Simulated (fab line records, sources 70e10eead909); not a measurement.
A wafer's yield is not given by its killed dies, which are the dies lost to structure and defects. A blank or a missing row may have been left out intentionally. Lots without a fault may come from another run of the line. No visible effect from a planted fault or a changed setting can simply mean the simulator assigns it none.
Matching of chambers / flow nand-harc / pecvd-01 running NHARC_A_CONTACT_DEP_58: 3 sister chambers
The step deposits SiON, target thk 60 nm. 6 wafers are shown with their chamber, then 8 later ones without.

## WAFERS WITH THEIR CHAMBER
wafer=L077.5; chamber=1; heater-power-w (W)=750
wafer=L079.5; chamber=2; heater-power-w (W)=610
wafer=L079.6; chamber=1; heater-power-w (W)=742
wafer=L083.5; chamber=0; heater-power-w (W)=723
wafer=L083.6; chamber=2; heater-power-w (W)=593
wafer=L091.1; chamber=0; heater-power-w (W)=622

## WAFERS WITHOUT THEIR CHAMBER
wafer=L091.3; heater-power-w (W)=692
wafer=L091.6; heater-power-w (W)=634
wafer=L093.1; heater-power-w (W)=647
wafer=L093.2; heater-power-w (W)=625
wafer=L093.3; heater-power-w (W)=707
wafer=L092.1; heater-power-w (W)=748
wafer=L092.3; heater-power-w (W)=727
wafer=L092.5; heater-power-w (W)=736

## THE CHAMBER EACH PASSED THROUGH
wafer=L091.3; from the rows above=can't be placed: 0 or 1 or 2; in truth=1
wafer=L091.6; from the rows above=can't be placed: 2 or 0 or 1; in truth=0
wafer=L093.1; from the rows above=can't be placed: 0 or 2 or 1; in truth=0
wafer=L093.2; from the rows above=can't be placed: 2 or 0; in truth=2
wafer=L093.3; from the rows above=can't be placed: 0 or 1 or 2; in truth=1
wafer=L092.1; from the rows above=can't be placed: 1 or 0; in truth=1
wafer=L092.3; from the rows above=can't be placed: 1 or 0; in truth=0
wafer=L092.5; from the rows above=can't be placed: 1 or 0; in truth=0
0 of 8 placed correctly. These rows do not allow placing 8 (true chamber among the candidates in 8). Number placed wrongly: 0.
How it was worked out, from the rows above alone: a wafer's distance from a chamber is the root of the sum, over the readings, of the square of ((its reading less the chamber's mean) divided by the reading's scatter). The wafer belongs to the nearest chamber; if the next one is less than 2 further off, it can't be placed. Each chamber's mean is taken over the wafers shown for it. The scatter: the root of (the sum of the squares of (reading less its chamber's mean) over the shown wafers, divided by (wafers less chambers)).
